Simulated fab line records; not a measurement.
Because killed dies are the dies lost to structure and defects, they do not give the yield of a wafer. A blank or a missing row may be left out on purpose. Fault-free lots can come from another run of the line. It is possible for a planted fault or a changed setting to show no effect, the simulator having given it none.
Tool commonality check    flow nand harc    33 wafers sampled across 11 lots

## WHY IT WAS OPENED
Flagged at NHARC_P_M2_INSPECT_27: reading raw defect count, on 2 of 11 lots. Fault-free wafers read 316, with a standard deviation of 120.
Rule: a lot gets a flag if all its wafers with a number sit over 4 standard deviations from that mean, or if no wafer of it has a number. The rest of the lots are taken to be sound.

lot   measured      on                 raw defect count, wafer by wafer  flag
L537  day 7 14:13   defect inspect-01  290 419 233                       
L539  day 8 15:22   defect inspect-01  569 428 335                       
L540  day 9 12:05   defect inspect-01  278 368 414                       
L542  day 10 01:14  defect inspect-02  191 263 185                       
L543  day 10 05:07  defect inspect-01  162 153 233                       
L544  day 10 13:16  defect inspect-01  512 707 579                       
L545  day 11 00:17  defect inspect-01  422 358 303                       
L547  day 12 00:41  defect inspect-01  226 205 236                       
L551  day 13 10:00  defect inspect-02  1480 1395 1414                    FLAGGED
L552  day 14 01:53  defect inspect-02  1455 1544 1457                    FLAGGED
L557  day 16 08:23  defect inspect-02  244 397 668                       
The mean of the flagged lots' numbers is 1458, +1142 from the usual (+10 standard deviations).

## LOT BY LOT: THE TOOL USED
The record holds 3 process steps before the reading, out of a route of 1302 steps. Cell contents, in order: the tool; ch with the chambers the sampled wafers went through; the start.
lot   flag     NHARC_P_M2_ETCH_28                             NHARC_P_M2_ANNEAL_31              NHARC_P_M2_CMP_23
L537           rie diel-02 ch 0,1, day 7 13:25 or earlier     rtp anneal-01 ch 0, day 7 13:25   cmp-02 ch 0,1,3, day 7 13:47
L539           rie diel-06 ch 0,2,3, day 8 14:32 or earlier   rtp anneal-01 ch 0, day 8 14:32   cmp-03 ch 2,3, day 8 14:54
L540           rie diel-06 ch 1,2,3, day 9 09:52 or earlier   rtp anneal-01 ch 0, day 9 09:52   cmp-02 ch 0,3, day 9 11:39
L542           rie diel-06 ch 0,1, day 10 00:25 or earlier    rtp anneal-02 ch 0, day 10 00:25  cmp-01 ch 0,1, day 10 00:46
L543           rie diel-06 ch 0,1,2, day 10 04:17 or earlier  rtp anneal-02 ch 0, day 10 04:17  cmp-03 ch 0,2,3, day 10 04:41
L544           rie diel-06 ch 1,2, day 10 12:33 or earlier    rtp anneal-01 ch 0, day 10 12:33  cmp-02 ch 0,1,2, day 10 12:51
L545           rie diel-02 ch 1,2,3, day 10 23:28 or earlier  rtp anneal-01 ch 0, day 10 23:28  cmp-02 ch 1,2,3, day 10 23:50
L547           rie diel-06 ch 1,2,3, day 11 23:57 or earlier  rtp anneal-02 ch 0, day 11 23:57  cmp-02 ch 1,2,3, day 12 00:11
L551  FLAGGED  rie diel-06 ch 0,1,3, day 13 09:14 or earlier  rtp anneal-02 ch 0, day 13 09:14  cmp-02 ch 2,3, day 13 09:32
L552  FLAGGED  rie diel-02 ch 1,3, day 14 01:04 or earlier    rtp anneal-01 ch 0, day 14 01:04  cmp-02 ch 0,3, day 14 01:26
L557           rie diel-02 ch 0,2,3, day 16 07:34 or earlier  rtp anneal-01 ch 0, day 16 07:34  cmp-03 ch 0,1,3, day 16 07:56
What is done by these steps:
- NHARC_P_M2_ETCH_28: etches the open film in CF4/N2, target depth 30 nm, time 72.99 s.
- NHARC_P_M2_ANNEAL_31: time 90 s.
- NHARC_P_M2_CMP_23: polishes, t overpolish 20 s, target thk 144.3 nm.
- NHARC_P_M2_INSPECT_27

## FLAGGED AGAINST TOTAL, ONE TOOL AT A TIME (gauges that did the reading follow at the end)
step                   tool               lots run  flagged  share of the flagged lots  sound lots run after its first flagged lot
NHARC_P_M2_ETCH_28     rie diel-02        4         1        some                       1 (L557)
NHARC_P_M2_ETCH_28     rie diel-06        7         1        some                       0
NHARC_P_M2_ANNEAL_31   rtp anneal-01      7         1        some                       1 (L557)
NHARC_P_M2_ANNEAL_31   rtp anneal-02      4         1        some                       0
NHARC_P_M2_CMP_23      cmp-01             1         0        none                       -
NHARC_P_M2_CMP_23      cmp-02             7         2        all                        0
NHARC_P_M2_CMP_23      cmp-03             3         0        none                       -
NHARC_P_M2_INSPECT_27  defect inspect-01  7         0        none                       -
NHARC_P_M2_INSPECT_27  defect inspect-02  4         2        all                        1 (L557)
NHARC_P_M2_ETCH_28: start missing for some lots; hours and lot order therefore follow NHARC_P_M2_ANNEAL_31.

## WHAT THE TABLE ALLOWS
Rows of the table that ran all the flagged lots, 2 in number: cmp-02 at NHARC_P_M2_CMP_23; defect inspect-02 at NHARC_P_M2_INSPECT_27.
- cmp-02 at NHARC_P_M2_CMP_23: 2 of its 7 lots flagged. Last sound lot L547 at day 12 00:11, first flagged lot L551 at day 13 09:32; a fault beginning in between fits.
- defect inspect-02 at NHARC_P_M2_INSPECT_27: 2 of its 4 lots flagged. Sound lots followed the first flagged one (L557) on it, something a lasting fault affecting the whole tool could not allow.
Left over: one tool, cmp-02 at NHARC_P_M2_CMP_23.

## WHAT HAD BEEN PUT IN BY THE SIMULATOR
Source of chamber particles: cmp-02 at NHARC_P_M2_CMP_23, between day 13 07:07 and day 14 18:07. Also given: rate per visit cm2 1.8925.
Lots struck among those shown: L551, L552. The same result came from the rule above.
